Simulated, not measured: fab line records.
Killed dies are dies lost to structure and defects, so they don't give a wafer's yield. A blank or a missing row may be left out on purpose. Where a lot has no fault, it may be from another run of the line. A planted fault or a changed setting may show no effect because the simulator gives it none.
Matching of chambers -- flow n5Finfet -- 3 sister chambers for N5_BEOL_M6_CVD_78 on cvdCo-01
The step deposits Co from CCTBA/H2, target thk 2 nm, time 142.3 s. 3 wafers are shown with their chamber, then 7 later ones without.

## WAFERS WITH THEIR CHAMBER
wafer,chamber,runLengthS (s)
L422.1,1,166.0
L422.6,2,163.7
L423.2,0,164.7

## WAFERS WITHOUT THEIR CHAMBER
wafer,runLengthS (s)
L423.4,165.6
L423.6,164.5
L426.1,163.9
L426.3,163.7
L428.2,164.0
L428.4,163.8
L428.6,163.7

## EACH ONE'S CHAMBER
wafer,from the rows above,in truth
L423.4,1,1
L423.6,0,0
L426.1,2,2
L426.3,2,2
L428.2,can't be placed: 2 or 0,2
L428.4,2,2
L428.6,2,2
Correct placement for 6 of the 7. From these rows, 1 cannot be placed; in 1 the true chamber is one of the candidates. Placed wrongly: 0.
How it was worked out, from the rows above alone: a wafer's distance from a chamber is the root of the sum, over the readings, of the square of ((its reading less the chamber's mean) divided by the reading's scatter). If the next closest chamber is less than 2 further off than the closest, the wafer can't be placed; otherwise it belongs to the closest. The mean given for a chamber averages the wafers shown for that chamber. The scatter: root of mean squared gap, hidden wafer to nearest shown wafer, with one shown wafer a chamber.
